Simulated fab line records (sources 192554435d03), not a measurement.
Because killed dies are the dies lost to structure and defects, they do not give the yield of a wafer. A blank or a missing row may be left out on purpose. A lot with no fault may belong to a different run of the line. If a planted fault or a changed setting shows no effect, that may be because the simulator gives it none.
Lot-split experiment    flow n5 finfet    39 wafers read across 7 lots, on a route 1938 steps long

## SPLIT DETAILS
At N5_FIN_SAQP_SPACER1_ALD_24 (deposits SiO2, target thk 20.3 nm, pulse time 1 s, purge time 2 s), the setting temp c was moved away from the recipe's 300 C on 18 of the 39 wafers read, by -3.5% to +4.1%. All remaining wafers had this setting at the recipe value.

## BETWEEN THE SPLIT AND THE READING: the file shows 1 step in between
- N5_FIN_SAQP_SPACER1_ETCHBACK_25: etches SiO2 in CHF3/O2, target depth 24.4 nm, time 12.2 s

## THE READING
FIN_SAQP.cd nm (the simulator's own value, which no gauge read), in nm, at N5_FIN_SAQP_MANDREL1_REMOVE_56 (chemistry HBr/Cl2/O2, target a-Si, stops on SiNx, bt time 10 s). The file gives no usual value for it. Average 20.4 nm, standard deviation 0.079 nm, over the 21 wafers here run with the recipe.

wafer   tool, chamber at the split  temp c as run, C  against the recipe  FIN_SAQP.cd nm, nm  against lot-mates on the recipe
L077.1  ald sin-04, 3,2,1           312.4             +4.1%               20                  -0.4
L077.5  ald sin-04, 3,2,1           312.4             +4.1%               20                  -0.4
L077.6  ald sin-04, 3,2,1           312.4             +4.1%               20                  -0.4
L077.2  ald sin-04, 1,0,2           300               recipe              20.4                -
L077.3  ald sin-04, 1,0,2           300               recipe              20.4                -
L077.4  ald sin-04, 1,0,2           300               recipe              20.4                -
L079.1  ald sin-01, 2,0,1           289.5             -3.5%               21                  +0.7
L079.2  ald sin-01, 2,0,1           289.5             -3.5%               21                  +0.7
L079.4  ald sin-01, 2,0,1           289.5             -3.5%               21                  +0.7
L079.3  ald sin-01, 3,0,1           300               recipe              20.2                -
L079.5  ald sin-01, 3,0,1           300               recipe              20.4                -
L079.6  ald sin-01, 3,0,1           300               recipe              20.4                -
L082.1  ald sin-02, 0,2,2           300               recipe              20.2                -
L082.2  ald sin-02, 0,2,2           300               recipe              20.2                -
L082.3  ald sin-02, 3,1,3           307.7             +2.6%               20                  -0.3
L082.4  ald sin-02, 3,1,3           307.7             +2.6%               20                  -0.3
L082.6  ald sin-02, 3,1,3           307.7             +2.6%               20                  -0.3
L082.5  ald sin-02, 0,2,2           300               recipe              20.4                -
L084.1  ald sin-01, 3,0,2           300               recipe              20.4                -
L084.3  ald sin-01, 3,0,2           300               recipe              20.4                -
L084.4  ald sin-01, 3,0,2           300               recipe              20.4                -
L090.1  ald sin-04, 0,3,3           306               +2.0%               20.4                +0.0
L090.2  ald sin-04, 2,2,0           300               recipe              20.4                -
L090.4  ald sin-04, 2,2,0           300               recipe              20.4                -
L090.5  ald sin-04, 2,2,0           300               recipe              20.4                -
L090.3  ald sin-04, 0,3,3           306               +2.0%               20.2                -0.2
L090.6  ald sin-04, 0,3,3           306               +2.0%               20.2                -0.2
L094.1  ald sin-04, 2,0,1           295.2             -1.6%               20.6                +0.3
L094.2  ald sin-04, 2,0,1           295.2             -1.6%               20.6                +0.3
L094.6  ald sin-04, 2,0,1           295.2             -1.6%               20.6                +0.3
L094.3  ald sin-04, 3,1,2           300               recipe              20.4                -
L094.4  ald sin-04, 3,1,2           300               recipe              20.4                -
L094.5  ald sin-04, 3,1,2           300               recipe              20.2                -
L097.1  ald sin-02, 1,2,0           307.4             +2.5%               20                  -0.4
L097.2  ald sin-02, 1,2,0           307.4             +2.5%               20.2                -0.2
L097.3  ald sin-02, 1,2,0           307.4             +2.5%               20.2                -0.2
L097.4  ald sin-02, 2,0,1           300               recipe              20.4                -
L097.5  ald sin-02, 2,0,1           300               recipe              20.4                -
L097.6  ald sin-02, 2,0,1           300               recipe              20.4                -
The file does not say which wafer passed through which chamber wherever a row lists several chambers: such a row stands for several wafers.

FIT RESULTS
A straight line over all 39 wafers: FIN_SAQP.cd nm changes by -0.125 nm for each +1% of temp c; r = -0.92; the points scatter about the line by 0.1 nm.
The same after taking each lot's own level away (the mean of its wafers on the recipe; 39 wafers): -0.13 nm for each +1%; r = -0.94; scatter 0.091 nm.
According to that fit, moving temp c by its largest amount changes the reading by 0.54 nm.
Across the lots, their own levels run from 20.27 to 20.40 nm, a range of 1.7 times the standard deviation given above.
Consequently the slope shifts little with the lot-to-lot level, the two slopes agreeing.
Check: for one of the wafers moved furthest among these (+4.1%), held out of the fit, the line's prediction against its lot-mates is -0.501 nm. It came out at -0.4 nm against them.

## FURTHER SPLITS ON THESE WAFERS
Before the reading, these wafers also passed through other splits. Each is held against what the fit with the lots' levels taken away leaves over:
other split on the same wafers     wafers away from the commonest value  r with FIN_SAQP.cd nm (lot level and that fit taken away)
N5_WELL_APT_IMPLANT_15 energy kev  15                                    +0.27

## THE FILE'S OWN FIT
FIN_SAQP.cd nm changes by -0.124 nm for each +1% of temp c, r = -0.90.
